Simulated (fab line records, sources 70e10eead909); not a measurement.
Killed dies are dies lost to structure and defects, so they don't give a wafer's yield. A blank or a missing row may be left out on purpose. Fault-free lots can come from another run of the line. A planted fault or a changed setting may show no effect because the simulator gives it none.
Chamber matching	flow nand-harc	pecvd-04 running NHARC_A_ONON_D1_DEP_33: 3 sister chambers
The step deposits SiO2, target thk 200 nm. 3 wafers are shown with their chamber, then 8 later ones without.

== WAFERS PAIRED WITH THEIR CHAMBERS ==
wafer	chamber	heater-power-w (W)
L080.5	2	571
L087.4	0	652
L089.1	1	418

== WAFERS WITHOUT THEIR CHAMBER ==
wafer	heater-power-w (W)
L089.4	438
L089.5	469
L092.2	472
L092.3	551
L092.4	564
L093.3	439
L093.5	451
L093.6	560

== EACH ONE'S CHAMBER ==
wafer	from the rows above	in truth
L089.4	1	1
L089.5	can't be placed: 1 or 2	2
L092.2	can't be placed: 1 or 2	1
L092.3	2	2
L092.4	2	2
L093.3	1	1
L093.5	1	1
L093.6	2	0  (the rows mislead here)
Correctly placed: 5 of 8. Not placeable from these rows: 2 (in 2, the candidates include the true chamber). 1 placed wrongly.
How it was worked out, from the rows above alone: a wafer's distance from a chamber is the root of the sum, over the readings, of the square of ((its reading less the chamber's mean) divided by the reading's scatter). If the next closest chamber is less than 2 further off than the closest, the wafer can't be placed; otherwise it belongs to the closest. A chamber's mean is the mean of its shown wafers. The scatter: root of mean squared gap, hidden wafer to nearest shown wafer, with one shown wafer a chamber.
